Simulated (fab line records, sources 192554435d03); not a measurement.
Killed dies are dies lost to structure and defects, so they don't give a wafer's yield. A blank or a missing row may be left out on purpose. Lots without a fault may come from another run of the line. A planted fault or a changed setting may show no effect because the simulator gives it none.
A struck lot beside a sound one | flow n5_finfet | 38 steps out of a route of 1938
Sound: wafers L622.1, L622.2, L622.3. Struck: wafers L631.4, L631.5, L631.6. The cause comes at the end.
At each step with rows: each side's tool, then ch and its chambers, then its first start. Under that, the readings that differ: sound wafers | struck wafers | difference of the means | sigmas: that difference in standard deviations of wafers without a fault.
alike: readings whose means differ by less than 2 such deviations, and words and numbers that are the same on both sides. not compared: withheld readings, readings that some wafer has no value for, bounds like >300 that may hide the same value, and numbers for which the record gives no deviation and whose values overlap.
The two part at a step that has a row with sigmas, a row that says differs or no value, or rows on one side only. Numbers that don't overlap but have no deviation are shown without sigmas and don't part them. A reading that every wafer of one side lacks parts them only if that side has two wafers or more.

first, 9 steps without rows for these wafers: N5_BEOL_M4_ANNEAL_95 (time 240 s); N5_BEOL_M4_SPUTTER_96 (material Cu, target thk 4.5 nm, time 8.29 s); N5_BEOL_M4_ECD_50 (material Cu, target thk 300 nm); N5_BEOL_M4_ANNEAL_51 (time 90 s); N5_BEOL_M4_CMP_52 (polishes, stops on SiOC, t overpolish 6.8 s, target thk 40 nm); N5_BEOL_M4_PRE_CLEAN_60 (time 15 s); N5_BEOL_M4_CO_CAP_55 (material Co, precursor CCTBA/H2, target thk 2 nm, time 102.1 s); N5_BEOL_M4_PRE_CLEAN_56 (time 15 s); N5_BEOL_M4_DEP_57 (deposits SiCN from 3MS/NH3, target thk 8 nm, time 14 s).
N5_BEOL_M4_RC_MEAS_101:
  sound on prober-01 ch 0, day 11 07:12; struck on prober-02 ch 0, day 12 21:28
  alike: DIBL_N, DIBL_P, IOFF_N, IOFF_P, ION_N, ION_P, SS_N, SS_P, VT_N, VT_P
then, 24 steps without rows for these wafers: N5_BEOL_M5_ILD_DEP_00 (deposits SiCOH lowk from DEMS/porogen, target thk 140.64 nm, time 25.9 s); N5_BEOL_M5_CURE_79 (cures SiCOH lowk, time 240 s); N5_BEOL_M5_PECVD_70 (deposits SiO2 from TEOS/O2, target thk 16 nm, time 18 s); N5_BEOL_M5_HM_DEP_02 (deposits TiN, target thk 20 nm); N5_BEOL_M5_COAT_59 (time 60 s, resist thk 60 nm); N5_BEOL_M5_COAT_60 (time 60 s, resist thk 12 nm); N5_BEOL_M5_COAT_71 (time 60 s, resist thk 5 nm); N5_BEOL_M5_COAT_05 (resist thk 30 nm); N5_BEOL_M5_EBR_07; N5_BEOL_M5_SOFTBAKE_06 (time 60 s); N5_BEOL_M5_EXPOSE_08 (exposes mask M5, target cd 28 nm); N5_BEOL_M5_PEB_09 (peb time 60 s); N5_BEOL_M5_DEVELOP_10 (develop time 30 s); N5_BEOL_M5_DESCUM_16 (chemistry O2, time 7 s); N5_BEOL_M5_ETCH_72 (etches underlayer in N2/H2, target depth 6.5 nm, time 5.2 s); N5_BEOL_M5_ETCH_61 (etches SiARC in CF4, target depth 15.6 nm, time 26 s); N5_BEOL_M5_ETCH_62 (etches SOC in N2/H2, target depth 75 nm, overetch 15 nm, time 112.5 s); N5_BEOL_M5_STRIP_63 (strips in N2/H2); N5_BEOL_M5_STRIP_73 (strips in N2/H2); N5_BEOL_M5_STRIP_64 (strips in CF4); N5_BEOL_M5_HM_OPEN_17 (chemistry Cl2/BCl3, target TiN, target depth 20 nm, overetch 6 nm); N5_BEOL_M5_STRIP_19 (strips in O2); N5_BEOL_M5_COAT_65 (time 60 s, resist thk 60 nm); N5_BEOL_M5_COAT_66 (time 60 s, resist thk 12 nm).
-- the record jumps here: 3 days lie between the struck wafers' starts before and after (it left off in module BEOL_M5 and takes up again in module BEOL_M12, whose first step shown is number 1639 of the route) --
N5_BEOL_M12_TRENCH_ETCH_34: etches SiOC in C4F8/O2/Ar, target depth 318.95 nm, time 125.5 s.
  sound on rie_diel-02 ch 1,2,3, day 14 11:55; struck on rie_diel-06 ch 0,3, day 16 00:34
  no value came back on the struck wafers for any of 8 readings (C4F8_flow_sccm (sccm), O2_flow_sccm (sccm) and others); on the sound wafers C4F8_flow_sccm (sccm) reads 14.97 15.03 15.03
  reading                                     | sound | struck         | difference | sigmas
  model.SiARC_of_BEOL_M12_COAT_66.thk_nm (nm) | 0 0 0 | 86.2 85.8 85.8 | +85.9      |
N5_BEOL_M12_OCD_MEAS_35:
  sound on ocd-01, day 14 12:04; struck on ocd-01, day 16 00:43
  reading              | sound       | struck | difference | sigmas
  trench_depth_nm (nm) | 323 318 317 | 0 0 0  | -319       | -80
N5_BEOL_M12_CMP_49: polishes, stops on SiOC, t overpolish 20.6 s, target thk 320 nm.
  sound on cmp-04 ch 0,1,2, day 14 15:06; struck on cmp-03 ch 1,2,3, day 16 04:54
  reading                                 | sound             | struck    | difference | sigmas
  model.Cu_of_BEOL_M12_ECD_47.thk_nm (nm) | 323.8 321.6 318.8 | 0.4 0 1.4 | -320.8     |
  alike: barrier_field_endpoint_s, motor_current_A, overpolish_run_s
  not compared: pad_life_wafers
N5_PASSIVATION_PROBE_49:
  sound on prober-01, day 16 01:16; struck on prober-02, day 17 10:39
  reading                  | sound          | struck         | difference | sigmas
  defect_limited_yield (%) | 87.6 88.1 89.9 | 0 0 0          | -89        | -63
  killed_at_M4_up          | 12 17 20       | 1087 1081 1086 | +1068      | +99 or more
  killed_dies              | 146 140 119    | 1180 1180 1180 | +1045      | +61
  killed_on_rim            | 12 30 15       | 152 152 152    | +133       | +34
  sort_bin_5_function (%)  | 6.9 6.9 5.9    | 96.4 95.9 96.6 | +89.7      | +96
  sort_n_pass              | 1034 1040 1061 | 0 0 0          | -1045      | -61
  sort_yield_pct (%)       | 87.6 88.1 89.9 | 0 0 0          | -89        | -63
  alike: killed_at_M0_to_M3, killed_at_contacts, killed_at_front_end, killed_at_other, killed_open, killed_short, sort_bin_6_memory

WHERE THEY PART
First at N5_BEOL_M12_TRENCH_ETCH_34; last, within this record, at N5_PASSIVATION_PROBE_49.

WHY: what the simulator had put in
Skipped step whole: rie_diel-06, from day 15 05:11 on, at N5_BEOL_M12_TRENCH_ETCH_34. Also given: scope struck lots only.
